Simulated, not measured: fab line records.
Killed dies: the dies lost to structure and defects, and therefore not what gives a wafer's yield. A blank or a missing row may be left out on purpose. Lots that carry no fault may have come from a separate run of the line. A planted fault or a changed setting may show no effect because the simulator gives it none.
Matching of chambers :: flow n5Finfet :: N5_FIN_SAQP_STRIP_55 on rieDiel-01: 4 sister chambers
The step strips in N2/H2. 18 wafers are shown with their chamber, then 9 later ones without.

WAFERS PAIRED WITH THEIR CHAMBERS
wafer: L077.1
chamber: 2
drypumpMotorCurrentA (A): 5.95
oesProductAu (a.u.): 0.91
showerheadPlenumPTorr (Torr): 3.43

wafer: L077.2
chamber: 1
drypumpMotorCurrentA (A): 5.12
oesProductAu (a.u.): 0.92
showerheadPlenumPTorr (Torr): 3.43

wafer: L077.5
chamber: 0
drypumpMotorCurrentA (A): 5.46
oesProductAu (a.u.): 0.69
showerheadPlenumPTorr (Torr): 3.33

wafer: L078.1
chamber: 1
drypumpMotorCurrentA (A): 5.13
oesProductAu (a.u.): 0.93
showerheadPlenumPTorr (Torr): 3.43

wafer: L078.2
chamber: 3
drypumpMotorCurrentA (A): 5.44
oesProductAu (a.u.): 0.79
showerheadPlenumPTorr (Torr): 3.40

wafer: L078.4
chamber: 0
drypumpMotorCurrentA (A): 5.46
oesProductAu (a.u.): 0.69
showerheadPlenumPTorr (Torr): 3.33

wafer: L080.1
chamber: 0
drypumpMotorCurrentA (A): 5.45
oesProductAu (a.u.): 0.68
showerheadPlenumPTorr (Torr): 3.32

wafer: L080.2
chamber: 2
drypumpMotorCurrentA (A): 5.95
oesProductAu (a.u.): 0.91
showerheadPlenumPTorr (Torr): 3.42

wafer: L080.3
chamber: 1
drypumpMotorCurrentA (A): 5.11
oesProductAu (a.u.): 0.89
showerheadPlenumPTorr (Torr): 3.42

wafer: L080.4
chamber: 3
drypumpMotorCurrentA (A): 5.42
oesProductAu (a.u.): 0.77
showerheadPlenumPTorr (Torr): 3.39

wafer: L080.5
chamber: 3
drypumpMotorCurrentA (A): 5.44
oesProductAu (a.u.): 0.78
showerheadPlenumPTorr (Torr): 3.39

wafer: L080.6
chamber: 0
drypumpMotorCurrentA (A): 5.41
oesProductAu (a.u.): 0.67
showerheadPlenumPTorr (Torr): 3.32

wafer: L083.2
chamber: 1
drypumpMotorCurrentA (A): 5.11
oesProductAu (a.u.): 0.89
showerheadPlenumPTorr (Torr): 3.42

wafer: L083.5
chamber: 1
drypumpMotorCurrentA (A): 5.12
oesProductAu (a.u.): 0.90
showerheadPlenumPTorr (Torr): 3.42

wafer: L083.6
chamber: 3
drypumpMotorCurrentA (A): 5.43
oesProductAu (a.u.): 0.77
showerheadPlenumPTorr (Torr): 3.39

wafer: L084.2
chamber: 0
drypumpMotorCurrentA (A): 5.44
oesProductAu (a.u.): 0.68
showerheadPlenumPTorr (Torr): 3.32

wafer: L084.3
chamber: 1
drypumpMotorCurrentA (A): 5.11
oesProductAu (a.u.): 0.89
showerheadPlenumPTorr (Torr): 3.42

wafer: L084.4
chamber: 2
drypumpMotorCurrentA (A): 5.92
oesProductAu (a.u.): 0.89
showerheadPlenumPTorr (Torr): 3.42

SIGNATURES (averages over the wafers above)
reading: drypumpMotorCurrentA
chamber 0: 5.4440
chamber 1: 5.1167
chamber 2: 5.9400
chamber 3: 5.4325
scatter within a chamber: 0.0145

reading: oesProductAu
chamber 0: 0.6820
chamber 1: 0.9033
chamber 2: 0.9033
chamber 3: 0.7775
scatter within a chamber: 0.013

reading: showerheadPlenumPTorr
chamber 0: 3.3240
chamber 1: 3.4233
chamber 2: 3.4233
chamber 3: 3.3925
scatter within a chamber: 0.00531
Rule: for each reading, subtract the chamber's mean from the wafer's reading, divide by that reading's scatter and square the result; add these up over the readings and take the root, which gives the wafer's distance from the chamber. If the next closest chamber is less than 2 further off than the closest, the wafer can't be placed; otherwise it belongs to the closest. How the scatter is found: for the shown wafers, subtract from each reading the mean of its chamber, square and add these, divide the total by (wafers less chambers), then take the root.

WAFERS MISSING THEIR CHAMBER
wafer: L085.1
drypumpMotorCurrentA (A): 5.98
oesProductAu (a.u.): 0.88
showerheadPlenumPTorr (Torr): 3.42

wafer: L085.2
drypumpMotorCurrentA (A): 5.11
oesProductAu (a.u.): 0.89
showerheadPlenumPTorr (Torr): 3.41

wafer: L085.4
drypumpMotorCurrentA (A): 5.43
oesProductAu (a.u.): 0.68
showerheadPlenumPTorr (Torr): 3.32

wafer: L087.1
drypumpMotorCurrentA (A): 5.44
oesProductAu (a.u.): 0.76
showerheadPlenumPTorr (Torr): 3.38

wafer: L087.3
drypumpMotorCurrentA (A): 5.13
oesProductAu (a.u.): 0.89
showerheadPlenumPTorr (Torr): 3.41

wafer: L087.4
drypumpMotorCurrentA (A): 5.95
oesProductAu (a.u.): 0.88
showerheadPlenumPTorr (Torr): 3.41

wafer: L094.1
drypumpMotorCurrentA (A): 5.47
oesProductAu (a.u.): 0.65
showerheadPlenumPTorr (Torr): 3.31

wafer: L094.4
drypumpMotorCurrentA (A): 5.13
oesProductAu (a.u.): 0.85
showerheadPlenumPTorr (Torr): 3.40

wafer: L094.6
drypumpMotorCurrentA (A): 5.46
oesProductAu (a.u.): 0.74
showerheadPlenumPTorr (Torr): 3.37

WHICH CHAMBER EACH ONE RAN IN
wafer: L085.1
from the rows above: 2
in truth: 2

wafer: L085.2
from the rows above: 1
in truth: 1

wafer: L085.4
from the rows above: 0
in truth: 0

wafer: L087.1
from the rows above: 3
in truth: 3

wafer: L087.3
from the rows above: 1
in truth: 1

wafer: L087.4
from the rows above: 2
in truth: 2

wafer: L094.1
from the rows above: 0
in truth: 0

wafer: L094.4
from the rows above: 1
in truth: 1

wafer: L094.6
from the rows above: 3
in truth: 3
Placed correctly: 9 of 9. Not placeable from these rows: 0. Number placed wrongly: 0.
